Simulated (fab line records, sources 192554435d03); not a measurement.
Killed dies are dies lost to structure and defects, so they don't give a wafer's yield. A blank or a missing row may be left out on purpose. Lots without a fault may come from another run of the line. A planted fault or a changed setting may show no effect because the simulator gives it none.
Split-lot experiment | flow n5_finfet | 7 lots, 21 wafers read, on a route of 1938 steps

THE SPLIT
At N5_BEOL_M7_COAT_22 (resist thk 30 nm), the setting spin_rpm was moved away from the recipe's 1500 rpm on 9 of the 21 wafers read, by -9.7% to +11.2%. The other wafers ran this setting at the recipe's value.

FROM THE SPLIT TO THE READING: what the file shows between them, 5 steps
- N5_BEOL_M7_EBR_24
- N5_BEOL_M7_SOFTBAKE_23: time 60 s
- N5_BEOL_M7_EXPOSE_25: exposes mask V6, target cd 40 nm
- N5_BEOL_M7_PEB_26: peb time 60 s
- N5_BEOL_M7_DEVELOP_27: develop time 30 s

THE READING
CAR-EUV_of_BEOL_M7_COAT_22.thk_nm (the simulator's own value, which no gauge read), in nm, at N5_BEOL_M7_DESCUM_33 (chemistry O2, time 7 s). The file gives no usual value for it. The 12 wafers here that ran the recipe average 26.1 nm, standard deviation 0.094 nm.

wafer  | tool, chamber at the split | spin_rpm as run, rpm | against the recipe | CAR-EUV_of_BEOL_M7_COAT_22.thk_nm, nm | against lot-mates on the recipe
L075.1 | litho_track-01, 0          | 1500                 | recipe             | 26                                    | -
L075.6 | litho_track-01, 0          | 1500                 | recipe             | 26                                    | -
L075.3 | litho_track-01, 0          | 1564                 | +4.3%              | 25.6                                  | -0.4
L077.1 | litho_track-04, 0          | 1370                 | -8.7%              | 27.4                                  | +1.4
L077.2 | litho_track-04, 0          | 1500                 | recipe             | 26                                    | -
L077.5 | litho_track-04, 0          | 1500                 | recipe             | 26                                    | -
L078.2 | litho_track-01, 0          | 1668                 | +11.2%             | 24.4                                  | -1.6
L078.3 | litho_track-01, 0          | 1668                 | +11.2%             | 24.4                                  | -1.6
L078.4 | litho_track-01, 0          | 1500                 | recipe             | 26                                    | -
L081.2 | litho_track-01, 0          | 1500                 | recipe             | 26                                    | -
L081.3 | litho_track-01, 0          | 1500                 | recipe             | 26                                    | -
L081.5 | litho_track-01, 0          | 1500                 | recipe             | 26                                    | -
L090.4 | litho_track-05, 0          | 1647                 | +9.8%              | 24.8                                  | no lot-mate on the recipe
L090.5 | litho_track-05, 0          | 1647                 | +9.8%              | 24.8                                  | no lot-mate on the recipe
L090.6 | litho_track-05, 0          | 1647                 | +9.8%              | 24.8                                  | no lot-mate on the recipe
L091.2 | litho_track-05, 0          | 1500                 | recipe             | 26.2                                  | -
L091.5 | litho_track-05, 0          | 1500                 | recipe             | 26.2                                  | -
L091.6 | litho_track-05, 0          | 1500                 | recipe             | 26.2                                  | -
L092.2 | litho_track-04, 0          | 1355                 | -9.7%              | 27.8                                  | +1.6
L092.6 | litho_track-04, 0          | 1355                 | -9.7%              | 27.8                                  | +1.6
L092.3 | litho_track-04, 0          | 1500                 | recipe             | 26.2                                  | -

THE FIT
A straight line over all 21 wafers: CAR-EUV_of_BEOL_M7_COAT_22.thk_nm changes by -0.151 nm for each +1% of spin_rpm; r = -0.99; the points scatter about the line by 0.13 nm.
The same after taking each lot's own level away (the mean of its wafers on the recipe; 18 wafers): -0.152 nm for each +1%; r = -1.00; scatter 0.074 nm.
On that fit, the largest move of spin_rpm shifts the reading by 1.7 nm.
The lots' own levels span 26.00 to 26.20 nm, that is 2.1 times the standard deviation above.
So the lot-to-lot level changes the slope little: the two slopes agree.
Check: with one of the wafers moved furthest among these (+11.2%) left out of the fit, the line predicts -1.68 nm for it against its lot-mates. It came out at -1.6 nm against them.

OTHER SPLITS ON THESE WAFERS
These wafers also went through other splits before the reading. Each is held against what the fit with the lots' levels taken away leaves over:
other split on the same wafers   | wafers away from the commonest value | r with CAR-EUV_of_BEOL_M7_COAT_22.thk_nm (lot level and that fit taken away)
N5_BEOL_M4_TRENCH_ETCH_37 bias_w | 9                                    | +0.11
N5_BEOL_M5_COAT_59 spin_rpm      | 6                                    | +0.21
N5_BEOL_M5_COAT_05 spin_rpm      | 9                                    | -0.13
N5_BEOL_M5_DEP_56 time_s         | 4                                    | -0.22

THE WHOLE CHAIN: every reading that the file lists as answering this split, in the file's order
step                  | what it does           | reading                                                                            | change (the file's fit)               | r (the file's)
N5_BEOL_M7_COAT_22    | resist thk 30 nm       | CAR-EUV_of_BEOL_M7_COAT_22.thk_nm (the simulator's own value, which no gauge read) | -0.142 nm for each +1% of the setting | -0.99
N5_BEOL_M7_DEVELOP_27 | develop time 30 s      | CAR-EUV_of_BEOL_M7_COAT_22.thk_nm (the simulator's own value, which no gauge read) | -0.134 nm for each +1% of the setting | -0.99
N5_BEOL_M7_DESCUM_33  | chemistry O2, time 7 s | CAR-EUV_of_BEOL_M7_COAT_22.thk_nm (the simulator's own value, which no gauge read) | -0.151 nm for each +1% of the setting | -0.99

THE FILE'S OWN FIT
CAR-EUV_of_BEOL_M7_COAT_22.thk_nm changes by -0.151 nm for each +1% of spin_rpm, r = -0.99.
